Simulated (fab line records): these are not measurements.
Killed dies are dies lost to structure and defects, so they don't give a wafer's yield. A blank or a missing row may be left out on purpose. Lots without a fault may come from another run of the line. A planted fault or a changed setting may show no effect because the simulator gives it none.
Chamber matching / flow n5 finfet / pecvd-04 running N5_BEOL_M7_DEP_56: 3 sister chambers
The step deposits SiCN from 3MS/NH3, target thk 10 nm, time 17.5 s. 16 wafers are shown with their chamber, then 8 later ones without.

== WAFERS WITH THEIR CHAMBER ==
wafer=L074.1; chamber=0; showerhead plenum p Torr (Torr)=3.638; throttle valve pct (%)=9.28
wafer=L074.4; chamber=2; showerhead plenum p Torr (Torr)=3.672; throttle valve pct (%)=8.61
wafer=L074.6; chamber=1; showerhead plenum p Torr (Torr)=3.688; throttle valve pct (%)=8.97
wafer=L077.2; chamber=1; showerhead plenum p Torr (Torr)=3.678; throttle valve pct (%)=9.16
wafer=L077.3; chamber=0; showerhead plenum p Torr (Torr)=3.657; throttle valve pct (%)=9.35
wafer=L077.5; chamber=2; showerhead plenum p Torr (Torr)=3.663; throttle valve pct (%)=8.61
wafer=L079.3; chamber=1; showerhead plenum p Torr (Torr)=3.689; throttle valve pct (%)=8.99
wafer=L079.4; chamber=0; showerhead plenum p Torr (Torr)=3.653; throttle valve pct (%)=9.06
wafer=L079.5; chamber=1; showerhead plenum p Torr (Torr)=3.692; throttle valve pct (%)=8.67
wafer=L080.2; chamber=2; showerhead plenum p Torr (Torr)=3.670; throttle valve pct (%)=8.62
wafer=L080.3; chamber=1; showerhead plenum p Torr (Torr)=3.685; throttle valve pct (%)=9.18
wafer=L080.6; chamber=0; showerhead plenum p Torr (Torr)=3.641; throttle valve pct (%)=8.96
wafer=L084.1; chamber=2; showerhead plenum p Torr (Torr)=3.664; throttle valve pct (%)=8.84
wafer=L084.2; chamber=1; showerhead plenum p Torr (Torr)=3.687; throttle valve pct (%)=9.10
wafer=L084.4; chamber=1; showerhead plenum p Torr (Torr)=3.687; throttle valve pct (%)=8.90
wafer=L087.2; chamber=2; showerhead plenum p Torr (Torr)=3.664; throttle valve pct (%)=8.67

SIGNATURES, as means of the wafers listed above
reading=showerhead plenum p Torr; chamber 0=3.64725; chamber 1=3.68657; chamber 2=3.66660; scatter within a chamber=0.00578
reading=throttle valve pct; chamber 0=9.1625; chamber 1=8.9957; chamber 2=8.6700; scatter within a chamber=0.159
Rule: for each reading, subtract the chamber's mean from the wafer's reading, divide by that reading's scatter and square the result; add these up over the readings and take the root, which gives the wafer's distance from the chamber. The wafer belongs to the nearest chamber; if the next one is less than 2 further off, it can't be placed. The scatter: take each reading less its chamber's mean, square it, sum over the shown wafers, divide by the number of wafers less the number of chambers, and take the root.

== WAFERS WITH NO CHAMBER GIVEN ==
wafer=L087.4; showerhead plenum p Torr (Torr)=3.675; throttle valve pct (%)=8.90
wafer=L087.5; showerhead plenum p Torr (Torr)=3.657; throttle valve pct (%)=9.01
wafer=L093.3; showerhead plenum p Torr (Torr)=3.641; throttle valve pct (%)=9.51
wafer=L093.4; showerhead plenum p Torr (Torr)=3.672; throttle valve pct (%)=8.75
wafer=L093.6; showerhead plenum p Torr (Torr)=3.678; throttle valve pct (%)=8.92
wafer=L094.1; showerhead plenum p Torr (Torr)=3.700; throttle valve pct (%)=9.06
wafer=L094.4; showerhead plenum p Torr (Torr)=3.691; throttle valve pct (%)=9.00
wafer=L094.5; showerhead plenum p Torr (Torr)=3.676; throttle valve pct (%)=8.67

== EACH ONE'S CHAMBER ==
wafer=L087.4; from the rows above=can't be placed: 2 or 1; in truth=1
wafer=L087.5; from the rows above=can't be placed: 0 or 2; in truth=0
wafer=L093.3; from the rows above=0; in truth=0
wafer=L093.4; from the rows above=can't be placed: 2 or 1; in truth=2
wafer=L093.6; from the rows above=can't be placed: 1 or 2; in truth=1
wafer=L094.1; from the rows above=1; in truth=1
wafer=L094.4; from the rows above=1; in truth=1
wafer=L094.5; from the rows above=can't be placed: 2 or 1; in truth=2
3 of 8 placed correctly. Can't be placed from these rows: 5 (the true chamber is among the candidates in 5). 0 placed wrongly.
